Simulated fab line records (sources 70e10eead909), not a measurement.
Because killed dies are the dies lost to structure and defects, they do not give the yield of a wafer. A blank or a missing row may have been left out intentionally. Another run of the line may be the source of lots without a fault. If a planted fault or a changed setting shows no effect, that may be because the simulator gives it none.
Which tool was responsible? :: flow nandHarc :: 11 lots, 33 wafers sampled, at 1 step of a route of 1302

== WHAT THE GAUGES SHOWED, per wafer ==
NHARC_A_CHANNEL_HOLE_D2_INSPECT_12. Usual: rawDefectCount at 22, with a standard deviation of 21.
lot: L512
measured: day 12 17:47
on: defectInspect-02
rawDefectCount: 5 5 9
flag: 

lot: L513
measured: day 13 13:13
on: defectInspect-01
rawDefectCount: 75 47 55
flag: 

lot: L519
measured: day 16 10:39
on: defectInspect-02
rawDefectCount: 48 53 56
flag: 

lot: L524
measured: day 17 19:02
on: defectInspect-01
rawDefectCount: 6 6 6
flag: 

lot: L522
measured: day 17 19:22
on: defectInspect-01
rawDefectCount: 13 13 8
flag: 

lot: L529
measured: day 20 22:13
on: defectInspect-02
rawDefectCount: 56 52 47
flag: 

lot: L530
measured: day 21 01:57
on: defectInspect-02
rawDefectCount: 23 19 14
flag: 

lot: L532
measured: day 21 12:55
on: defectInspect-02
rawDefectCount: 11 17 29
flag: 

lot: L531
measured: day 21 13:25
on: defectInspect-02
rawDefectCount: 21 16 20
flag: 

lot: L533
measured: day 22 07:15
on: defectInspect-01
rawDefectCount: 3 4 8
flag: 

lot: L534
measured: day 22 17:26
on: defectInspect-01
rawDefectCount: 6 3 3
flag: 

== EACH LOT AND THE TOOL THAT RAN IT (in order: tool; ch and the chambers of the sampled wafers; start) ==
Record: no process step prior to these readings.

== AS READ BY THE TOOLS THEMSELVES (means over the sampled wafers that have a number; for cases with no such wafer, the mark the record gives instead) ==
The record holds no such reading with a usual standard deviation.

== THE ANSWER, worked out from the rows above alone ==
Rule: take the mean of a lot's wafers that have a number; if it is more than 3 standard deviations from the usual mean, the lot is off. A lot without any number at a reading at which 4 lots or more have one is off too. The other lots that the step has rows for count as sound. After the gauges, taken in route order, come the tools' own readings; for these a lot's mean is taken, as printed above. The first step at which some lot is off is used, and at that step the reading that is off furthest; a lot without a number counts as furthest.
No lot is off at any reading shown: from this, nothing can be told.

== WHAT THE SIMULATOR HAD PUT IN ==
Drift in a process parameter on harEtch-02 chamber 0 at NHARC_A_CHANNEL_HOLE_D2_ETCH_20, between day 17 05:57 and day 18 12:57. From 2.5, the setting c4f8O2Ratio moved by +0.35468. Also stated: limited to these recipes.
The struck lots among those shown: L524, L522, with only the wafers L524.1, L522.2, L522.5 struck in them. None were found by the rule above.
